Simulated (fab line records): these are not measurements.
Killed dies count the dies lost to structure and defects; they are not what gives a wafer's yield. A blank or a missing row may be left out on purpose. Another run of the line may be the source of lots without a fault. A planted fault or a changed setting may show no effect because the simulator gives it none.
Matching of chambers || flow n5_finfet || 3 sister chambers for N5_BEOL_M0_DEP_125 on pecvd-02
The step deposits SiCN from 3MS/NH3, target thk 8 nm, time 14 s. 6 wafers are shown with their chamber, then 7 later ones without.

== WAFERS PAIRED WITH THEIR CHAMBERS ==
{"wafer": "L079.1", "chamber": 1, "showerhead_plenum_p_Torr (Torr)": 3.645, "throttle_valve_pct (%)": 8.9}
{"wafer": "L079.3", "chamber": 2, "showerhead_plenum_p_Torr (Torr)": 3.660, "throttle_valve_pct (%)": 9.1}
{"wafer": "L080.4", "chamber": 2, "showerhead_plenum_p_Torr (Torr)": 3.656, "throttle_valve_pct (%)": 9.0}
{"wafer": "L080.5", "chamber": 0, "showerhead_plenum_p_Torr (Torr)": 3.658, "throttle_valve_pct (%)": 9.0}
{"wafer": "L082.3", "chamber": 0, "showerhead_plenum_p_Torr (Torr)": 3.646, "throttle_valve_pct (%)": 8.9}
{"wafer": "L082.4", "chamber": 1, "showerhead_plenum_p_Torr (Torr)": 3.644, "throttle_valve_pct (%)": 8.9}

== WAFERS MISSING THEIR CHAMBER ==
{"wafer": "L082.5", "showerhead_plenum_p_Torr (Torr)": 3.650, "throttle_valve_pct (%)": 9.1}
{"wafer": "L091.2", "showerhead_plenum_p_Torr (Torr)": 3.651, "throttle_valve_pct (%)": 9.2}
{"wafer": "L091.3", "showerhead_plenum_p_Torr (Torr)": 3.652, "throttle_valve_pct (%)": 8.7}
{"wafer": "L091.6", "showerhead_plenum_p_Torr (Torr)": 3.652, "throttle_valve_pct (%)": 8.9}
{"wafer": "L093.3", "showerhead_plenum_p_Torr (Torr)": 3.643, "throttle_valve_pct (%)": 9.0}
{"wafer": "L093.4", "showerhead_plenum_p_Torr (Torr)": 3.646, "throttle_valve_pct (%)": 8.6}
{"wafer": "L093.6", "showerhead_plenum_p_Torr (Torr)": 3.645, "throttle_valve_pct (%)": 8.8}

== WHICH CHAMBER EACH ONE RAN IN ==
{"wafer": "L082.5", "from the rows above": "can't be placed: 2 or 0 or 1", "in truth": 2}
{"wafer": "L091.2", "from the rows above": "can't be placed: 2 or 0", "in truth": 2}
{"wafer": "L091.3", "from the rows above": "can't be placed: 1 or 0", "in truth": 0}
{"wafer": "L091.6", "from the rows above": "can't be placed: 0 or 1 or 2", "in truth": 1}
{"wafer": "L093.3", "from the rows above": "can't be placed: 1 or 0 or 2", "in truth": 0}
{"wafer": "L093.4", "from the rows above": "can't be placed: 1 or 0", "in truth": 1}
{"wafer": "L093.6", "from the rows above": "can't be placed: 1 or 0", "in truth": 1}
0 of 7 placed correctly. Unplaceable from these rows: 7, with the true chamber sitting among the candidates in 7. Wrongly placed: 0.
How it was worked out, from the rows above alone: a wafer's distance from a chamber is the root of the sum, over the readings, of the square of ((its reading less the chamber's mean) divided by the reading's scatter). If the next closest chamber is less than 2 further off than the closest, the wafer can't be placed; otherwise it belongs to the closest. Each chamber's mean is taken over the wafers shown for it. The scatter: take each reading less its chamber's mean, square it, sum over the shown wafers, divide by the number of wafers less the number of chambers, and take the root.
